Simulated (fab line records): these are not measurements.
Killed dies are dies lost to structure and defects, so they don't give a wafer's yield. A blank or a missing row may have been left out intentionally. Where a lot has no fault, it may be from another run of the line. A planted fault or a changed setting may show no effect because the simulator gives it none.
Struck lot and sound lot, side by side | flow n5-finfet | 37 steps out of a route of 1938
Sound: wafers L249.1, L249.2, L249.3. Wafers struck: L267.1, L267.3, L267.4. Last of all comes the cause.
At each step with rows: each side's tool, then ch and its chambers, then its first start. Under that, the readings that differ: sound wafers | struck wafers | difference of the means | sigmas: that difference in standard deviations of wafers without a fault.
alike: same words and numbers on both sides, and readings whose means sit less than 2 such deviations apart. not compared: any withheld reading, any reading some wafer has no value for, any bound like >300 that may hide the same value, and any number with overlapping values for which the record gives no deviation.
A row with sigmas, a row that says differs or no value, or rows on one side alone: a step with any of these is where the two part. Numbers that don't overlap but have no deviation are shown without sigmas and don't part them. Lack of a reading on every wafer of one side parts them only where that side has two or more wafers.

first, 9 steps without rows for these wafers: N5_WELL_APT_COAT_02 (resist thk 950 nm); N5_WELL_APT_EBR_04; N5_WELL_APT_SOFTBAKE_03 (time 60 s); N5_WELL_APT_EXPOSE_05 (exposes mask NWELL, defocus 0 nm, target cd 200 nm); N5_WELL_APT_PEB_06 (peb time 90 s); N5_WELL_APT_DEVELOP_07 (develop time 45 s); N5_WELL_APT_HARDBAKE_12 (time 120 s); N5_WELL_APT_DESCUM_13 (chemistry O2, time 7.9 s); N5_WELL_APT_IMPLANT_14.
N5_WELL_APT_IMPLANT_15:
  sound on implanter-02 ch 0, day 1 13:55; struck on implanter-02 ch 0, day 6 02:03
  reading                   | sound             | struck            | difference | sigmas
  model.implant.rp-nm (nm)  | 19.01 19.01 19.01 | 32.1 32.1 32.1    | +13.1      |
  model.implant.drp-nm (nm) | 8.457 8.457 8.457 | 14.87 14.87 14.87 | +6.41      |
  alike: tilt-deg
then, 25 steps without rows for these wafers: N5_WELL_APT_STRIP_16 (strips in SPM, time 900 s); N5_WELL_APT_HMDS_18 (time 60 s); N5_WELL_APT_COAT_19 (resist thk 950 nm); N5_WELL_APT_EBR_21; N5_WELL_APT_SOFTBAKE_20 (time 60 s); N5_WELL_APT_EXPOSE_22 (exposes mask PWELL, defocus 0 nm, target cd 200 nm); N5_WELL_APT_PEB_23 (peb time 90 s); N5_WELL_APT_DEVELOP_24 (develop time 45 s); N5_WELL_APT_HARDBAKE_29 (time 120 s); N5_WELL_APT_DESCUM_30 (chemistry O2, time 7.9 s); N5_WELL_APT_IMPLANT_31; N5_WELL_APT_IMPLANT_32; N5_WELL_APT_STRIP_33 (strips in SPM, time 900 s); N5_WELL_APT_RTA_34 (time 10 s); N5_WELL_APT_OXIDE_STRIP_42 (strips SiO2 in dHF, time 45 s, target depth 12 nm); N5_WELL_APT_PRECLEAN_36 (cleans in O3/DIW, time 45 s); N5_WELL_APT_PRECLEAN_39 (cleans in dHF, time 60 s); N5_WELL_APT_SRD_37 (time 30 s); N5_WELL_APT_EPI_41 (deposits Si from SiH4/H2, target thk 50 nm, time 297.7 s); N5_PMOS_HMC_CHANNEL_EPI_HM_DEP_34 (deposits SiO2 from TEOS/O2, target thk 36 nm, time 6.9 s); N5_PMOS_HMC_CHANNEL_EPI_COAT_31 (time 60 s, resist thk 66 nm); N5_PMOS_HMC_CHANNEL_EPI_COAT_03 (resist thk 205 nm); N5_PMOS_HMC_CHANNEL_EPI_EBR_05; N5_PMOS_HMC_CHANNEL_EPI_SOFTBAKE_04 (time 60 s); N5_PMOS_HMC_CHANNEL_EPI_EXPOSE_06 (exposes mask PMOS HMC BLK, target cd 240 nm).
-- record jumps: 7 days separate the struck wafers' starts on either side; left off in module PMOS_HMC_CHANNEL_EPI, taken up again in module BEOL_M4, whose first shown step is the route's number 1111 --
N5_BEOL_M4_RC_MEAS_101:
  sound on prober-01 ch 0, day 8 22:22; struck on prober-02 ch 0, day 12 22:58
  reading | sound          | struck         | difference | sigmas
  CJ_P    | 5.47 5.48 5.51 | 3.71 4.11 4.01 | -1.54      | -8
  alike: DIBL_N, DIBL_P, IOFF_N, IOFF_P, ION_N, ION_P, RS_NWELL, SS_N, SS_P, VT_N, VT_P
-- the record jumps here: 4 days lie between the struck wafers' starts before and after (it left off in module BEOL_M4 and takes up again in module PASSIVATION, whose first step shown is number 1936 of the route) --
N5_PASSIVATION_PROBE_49:
  only the struck wafers here have rows in the record (prober-01, day 17 08:18); the sound ones have none

WHERE THEY PART
Earliest at N5_BEOL_M4_RC_MEAS_101; latest, in this record, at N5_PASSIVATION_PROBE_49.

WHY: whatever the simulator had introduced
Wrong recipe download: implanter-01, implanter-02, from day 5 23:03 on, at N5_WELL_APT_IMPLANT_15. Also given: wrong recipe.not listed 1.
